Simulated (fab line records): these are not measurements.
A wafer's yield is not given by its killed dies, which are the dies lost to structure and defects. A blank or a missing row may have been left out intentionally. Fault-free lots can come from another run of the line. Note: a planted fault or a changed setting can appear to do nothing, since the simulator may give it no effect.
Lot-split experiment / flow n5_finfet / route with 1938 steps; 7 lots, 21 wafers read

== ABOUT THE SPLIT ==
At N5_BEOL_M7_DESCUM_33 (chemistry O2, time 7 s), the setting time_s was moved away from the recipe's 7 s on 6 of the 21 wafers read, by -14.0% to +17.7%. For the rest of the wafers, this setting stayed at what the recipe calls for.

Reading taken at the split's own step.

== THE READING ==
CAR-EUV_of_BEOL_M7_COAT_22.thk_nm (the simulator's own value, which no gauge read), in nm, at N5_BEOL_M7_DESCUM_33 (chemistry O2, time 7 s). No usual value for it is given in the file. The 15 wafers here that ran the recipe average 26.0 nm, standard deviation 0.1 nm.

wafer=L074.4; tool, chamber at the split=rie_diel-06, 3,0,2; time_s as run, s=7; against the recipe=recipe; CAR-EUV_of_BEOL_M7_COAT_22.thk_nm, nm=26; against lot-mates on the recipe=-
wafer=L074.5; tool, chamber at the split=rie_diel-06, 3,0,2; time_s as run, s=7; against the recipe=recipe; CAR-EUV_of_BEOL_M7_COAT_22.thk_nm, nm=26; against lot-mates on the recipe=-
wafer=L074.6; tool, chamber at the split=rie_diel-06, 3,0,2; time_s as run, s=7; against the recipe=recipe; CAR-EUV_of_BEOL_M7_COAT_22.thk_nm, nm=26; against lot-mates on the recipe=-
wafer=L075.2; tool, chamber at the split=rie_diel-06, 2,3; time_s as run, s=7; against the recipe=recipe; CAR-EUV_of_BEOL_M7_COAT_22.thk_nm, nm=26; against lot-mates on the recipe=-
wafer=L075.3; tool, chamber at the split=rie_diel-06, 2,3; time_s as run, s=7; against the recipe=recipe; CAR-EUV_of_BEOL_M7_COAT_22.thk_nm, nm=26; against lot-mates on the recipe=-
wafer=L075.4; tool, chamber at the split=rie_diel-06, 2; time_s as run, s=7; against the recipe=recipe; CAR-EUV_of_BEOL_M7_COAT_22.thk_nm, nm=25.8; against lot-mates on the recipe=-
wafer=L084.3; tool, chamber at the split=rie_diel-04, 1,0,1; time_s as run, s=7; against the recipe=recipe; CAR-EUV_of_BEOL_M7_COAT_22.thk_nm, nm=26.2; against lot-mates on the recipe=-
wafer=L084.5; tool, chamber at the split=rie_diel-04, 1,0,1; time_s as run, s=7; against the recipe=recipe; CAR-EUV_of_BEOL_M7_COAT_22.thk_nm, nm=26.2; against lot-mates on the recipe=-
wafer=L084.6; tool, chamber at the split=rie_diel-04, 1,0,1; time_s as run, s=7; against the recipe=recipe; CAR-EUV_of_BEOL_M7_COAT_22.thk_nm, nm=26.2; against lot-mates on the recipe=-
wafer=L088.1; tool, chamber at the split=rie_diel-06, 1,2; time_s as run, s=7.606; against the recipe=+8.7%; CAR-EUV_of_BEOL_M7_COAT_22.thk_nm, nm=25.6; against lot-mates on the recipe=-0.4
wafer=L088.5; tool, chamber at the split=rie_diel-06, 1,2; time_s as run, s=7.606; against the recipe=+8.7%; CAR-EUV_of_BEOL_M7_COAT_22.thk_nm, nm=25.6; against lot-mates on the recipe=-0.4
wafer=L088.3; tool, chamber at the split=rie_diel-06, 3; time_s as run, s=7; against the recipe=recipe; CAR-EUV_of_BEOL_M7_COAT_22.thk_nm, nm=26; against lot-mates on the recipe=-
wafer=L091.1; tool, chamber at the split=rie_diel-06, 0,2,1; time_s as run, s=7; against the recipe=recipe; CAR-EUV_of_BEOL_M7_COAT_22.thk_nm, nm=26; against lot-mates on the recipe=-
wafer=L091.2; tool, chamber at the split=rie_diel-06, 0,2,1; time_s as run, s=7; against the recipe=recipe; CAR-EUV_of_BEOL_M7_COAT_22.thk_nm, nm=26; against lot-mates on the recipe=-
wafer=L091.5; tool, chamber at the split=rie_diel-06, 0,2,1; time_s as run, s=7; against the recipe=recipe; CAR-EUV_of_BEOL_M7_COAT_22.thk_nm, nm=26; against lot-mates on the recipe=-
wafer=L093.1; tool, chamber at the split=rie_diel-06, 1; time_s as run, s=8.238; against the recipe=+17.7%; CAR-EUV_of_BEOL_M7_COAT_22.thk_nm, nm=25.4; against lot-mates on the recipe=-0.6
wafer=L093.2; tool, chamber at the split=rie_diel-06, 0; time_s as run, s=8.238; against the recipe=+17.7%; CAR-EUV_of_BEOL_M7_COAT_22.thk_nm, nm=25.2; against lot-mates on the recipe=-0.8
wafer=L093.5; tool, chamber at the split=rie_diel-06, 1; time_s as run, s=7; against the recipe=recipe; CAR-EUV_of_BEOL_M7_COAT_22.thk_nm, nm=26; against lot-mates on the recipe=-
wafer=L097.4; tool, chamber at the split=rie_diel-03, 2,0; time_s as run, s=6.02; against the recipe=-14.0%; CAR-EUV_of_BEOL_M7_COAT_22.thk_nm, nm=26.6; against lot-mates on the recipe=+0.6
wafer=L097.5; tool, chamber at the split=rie_diel-03, 2,0; time_s as run, s=6.02; against the recipe=-14.0%; CAR-EUV_of_BEOL_M7_COAT_22.thk_nm, nm=26.6; against lot-mates on the recipe=+0.6
wafer=L097.6; tool, chamber at the split=rie_diel-03, 1; time_s as run, s=7; against the recipe=recipe; CAR-EUV_of_BEOL_M7_COAT_22.thk_nm, nm=26; against lot-mates on the recipe=-
When a row names more than one chamber, that row covers several wafers, and the file does not tell which wafer ran in which chamber.

FIT RESULTS
A straight line over all 21 wafers: CAR-EUV_of_BEOL_M7_COAT_22.thk_nm changes by -0.042 nm for each +1% of time_s; r = -0.96; the points scatter about the line by 0.097 nm.
The same after taking each lot's own level away (the mean of its wafers on the recipe; 21 wafers): -0.0416 nm for each +1%; r = -0.99; scatter 0.053 nm.
Per that fit: largest time_s move, reading shift of 0.73 nm.
Measured against the standard deviation above, the lots' own levels, which go from 25.93 to 26.20 nm, span 2.7 times it.
So the lot-to-lot level changes the slope little: the two slopes agree.
Check: for one of the wafers moved furthest among these (+17.7%), held out of the fit, the line's prediction against its lot-mates is -0.788 nm. Against them it came out at -0.6 nm.

== ADDITIONAL SPLITS CARRIED BY THESE WAFERS ==
Note: prior to the reading, these wafers also went through further splits. Each is held against what the fit with the lots' levels taken away leaves over:
other split on the same wafers=N5_BEOL_M3_COAT_22 spin_rpm; wafers away from the commonest value=9; r with CAR-EUV_of_BEOL_M7_COAT_22.thk_nm (lot level and that fit taken away)=-0.07
other split on the same wafers=N5_BEOL_M4_COAT_76 spin_rpm; wafers away from the commonest value=6; r with CAR-EUV_of_BEOL_M7_COAT_22.thk_nm (lot level and that fit taken away)=+0.03
other split on the same wafers=N5_BEOL_M4_EXPOSE_25 dose_mj; wafers away from the commonest value=6; r with CAR-EUV_of_BEOL_M7_COAT_22.thk_nm (lot level and that fit taken away)=+0.21
other split on the same wafers=N5_BEOL_M5_PECVD_70 time_s; wafers away from the commonest value=5; r with CAR-EUV_of_BEOL_M7_COAT_22.thk_nm (lot level and that fit taken away)=-0.28
other split on the same wafers=N5_BEOL_M5_COAT_60 spin_rpm; wafers away from the commonest value=8; r with CAR-EUV_of_BEOL_M7_COAT_22.thk_nm (lot level and that fit taken away)=+0.26
other split on the same wafers=N5_BEOL_M6_ALD_77 ald_cycles; wafers away from the commonest value=11; r with CAR-EUV_of_BEOL_M7_COAT_22.thk_nm (lot level and that fit taken away)=+0.11
other split on the same wafers=N5_BEOL_M6_DEP_56 time_s; wafers away from the commonest value=11; r with CAR-EUV_of_BEOL_M7_COAT_22.thk_nm (lot level and that fit taken away)=-0.11

== FILE'S OWN FIT ==
CAR-EUV_of_BEOL_M7_COAT_22.thk_nm changes by -0.0415 nm for each +1% of time_s, r = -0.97.
